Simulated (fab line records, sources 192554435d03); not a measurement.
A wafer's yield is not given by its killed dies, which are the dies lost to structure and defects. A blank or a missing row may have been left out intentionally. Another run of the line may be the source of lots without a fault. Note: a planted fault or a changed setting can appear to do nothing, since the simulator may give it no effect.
Struck lot and sound lot, side by side ; flow n5 finfet ; 15 out of 1938 route steps
Sound: wafers L552.3, L552.4, L552.6. Struck: wafer L561.5 (L561.2, L561.6, from the same lot, were not struck and are left out); the cause is given at the end.
At each step with rows: each side's tool, then ch and its chambers, then its first start. Under that, the readings that differ: sound wafers ; struck wafers ; difference of the means ; sigmas: that difference in standard deviations of wafers without a fault.
alike: readings with means less than 2 such deviations apart, plus words and numbers identical on both sides. not compared: withheld readings, readings lacking a value on some wafer, bounds such as >300 that could conceal the same value, and numbers that have no deviation in the record and whose values overlap.
The two part at a step that has a row with sigmas, a row that says differs or no value, or rows on one side only. Numbers that don't overlap but have no deviation are shown without sigmas and don't part them. Lack of a reading on every wafer of one side parts them only where that side has two or more wafers.

first, 6 steps without rows for these wafers: N5_FIN_CUT_COAT_02 (resist thk 30 nm); N5_FIN_CUT_EBR_04; N5_FIN_CUT_SOFTBAKE_03 (time 60 s); N5_FIN_CUT_EXPOSE_05 (exposes mask FIN CUT); N5_FIN_CUT_PEB_06 (peb time 60 s); N5_FIN_CUT_DEVELOP_07 (develop time 30 s).
N5_FIN_CUT_CD_MEAS_08 targets a cd of 29.1 nm.
  sound on cd sem-03 ch 0, day 4 15:20; struck on cd sem-03 ch 0, day 7 00:34
  alike: cd nm
N5_FIN_CUT_OVL_MEAS_09:
  sound on overlay-02 ch 0, day 4 15:23; struck on overlay-02 ch 0, day 7 00:36
  alike: FIN_CUT_OVL
N5_FIN_CUT_INSPECT_10: inspects for defects (brightfield).
  sound on defect inspect-01, day 4 15:26; struck on defect inspect-01, day 7 00:39
  alike: raw defect count
N5_FIN_CUT_DESCUM_13: chemistry O2, time 7 s.
  sound on rie diel-02 ch 0,1, day 4 15:28; struck on rie diel-04 ch 2, day 7 00:42
  alike: drypump motor current A, oes product au, rf vpp V, showerhead plenum p Torr, throttle valve pct
  not compared: rf hours counter h
N5_FIN_CUT_ETCH_30: etches underlayer in N2/H2, target depth 13 nm, time 10.4 s.
  sound on rie diel-02 ch 0,1, day 4 15:29; struck on rie diel-04 ch 2, day 7 00:44
  alike: drypump motor current A, etch rf on time s, h2 flow sccm, oes product au, rf vpp V, showerhead plenum p Torr, throttle valve pct
  not compared: rf hours counter h
N5_FIN_CUT_ETCH_20: etches SiARC in CF4, target depth 26 nm, time 43.3 s.
  sound on rie diel-02 ch 0,1, day 4 15:31; struck on rie diel-04 ch 2, day 7 00:45
  alike: cf4 flow sccm, drypump motor current A, etch rf on time s, oes product au, rf vpp V, showerhead plenum p Torr, throttle valve pct
  not compared: rf hours counter h
N5_FIN_CUT_ETCH_21: etches SOC in N2/H2, target depth 219 nm, overetch 43.8 nm, time 523.5 s.
  sound on rie diel-02 ch 0,1, day 4 15:33; struck on rie diel-04 ch 2, day 7 00:47
reading;sound;struck;difference;sigmas
h2 flow sccm (sccm);200.9 198.9 199.6;181.3;-18.5;-32
  alike: drypump motor current A, oes product au, rf vpp V, showerhead plenum p Torr, throttle valve pct
  not compared: rf hours counter h
then, 1 step without rows for these wafers: N5_FIN_CUT_STRIP_23 (strips in N2/H2).
-- a jump in the record: the struck wafers' starts before and after are 6 days apart (it breaks off in module FIN_CUT and resumes in module BEOL_M4, where the first step shown is number 1111 of the route) --
N5_BEOL_M4_RC_MEAS_101:
  sound on prober-02 ch 0, day 10 14:29; struck on prober-01 ch 0, day 13 00:32
reading;sound;struck;difference;sigmas
SS_N (mV/dec);71.3 71.0 70.1;71.9;+1.1;+2
  alike: DIBL_N, DIBL_P, IOFF_N, IOFF_P, ION_N, ION_P, SS_P, VT_N, VT_P

## WHERE THEY PART
First at N5_FIN_CUT_ETCH_21; last, within this record, at N5_BEOL_M4_RC_MEAS_101.

WHY: what had been put in by the simulator
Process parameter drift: rie diel-04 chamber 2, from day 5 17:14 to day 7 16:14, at N5_FIN_CUT_ETCH_21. A move of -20 in setting h2 flow sccm, from 200. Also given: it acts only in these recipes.
